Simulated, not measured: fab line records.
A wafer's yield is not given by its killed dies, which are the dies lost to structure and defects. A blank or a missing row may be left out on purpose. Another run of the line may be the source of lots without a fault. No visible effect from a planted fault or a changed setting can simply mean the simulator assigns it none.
Matching of chambers -- flow n5_finfet -- 4 sister chambers for N5_HKMG_FIN_STRIP_93 on rie_diel-01
The step strips SOC in N2/H2, time 20 s. 8 wafers are shown with their chamber, then 7 later ones without.

EACH WAFER AND ITS CHAMBER
wafer,chamber,throttle_valve_pct (%),drypump_motor_current_A (A)
L193.2,0,18.3,5.3
L194.3,2,18.7,5.2
L194.5,1,18.5,5.4
L195.1,3,18.7,6.2
L195.3,0,18.3,5.3
L195.6,1,18.5,5.5
L197.1,2,18.7,5.2
L197.2,3,18.6,6.2

WAFERS WITH NO CHAMBER GIVEN
wafer,throttle_valve_pct (%),drypump_motor_current_A (A)
L197.6,18.7,5.2
L208.1,18.7,6.3
L208.4,18.4,5.4
L208.5,18.8,5.1
L211.3,18.7,6.3
L211.5,18.4,5.3
L211.6,18.6,5.4

WHICH CHAMBER EACH WENT THROUGH
wafer,from the rows above,in truth
L197.6,2,2
L208.1,3,3
L208.4,can't be placed: 1 or 0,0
L208.5,2,2
L211.3,3,3
L211.5,0,0
L211.6,1,1
Correct placement for 6 of the 7. These rows do not allow placing 1 (true chamber among the candidates in 1). Wrongly placed: 0.
How it was worked out, from the rows above alone: a wafer's distance from a chamber is the root of the sum, over the readings, of the square of ((its reading less the chamber's mean) divided by the reading's scatter). The wafer belongs to the nearest chamber; if the next one is less than 2 further off, it can't be placed. Each chamber's mean is taken over the wafers shown for it. The scatter is the square root of a quotient: the sum, over the shown wafers, of each reading's squared deviation from its chamber's mean, divided by wafers minus chambers.
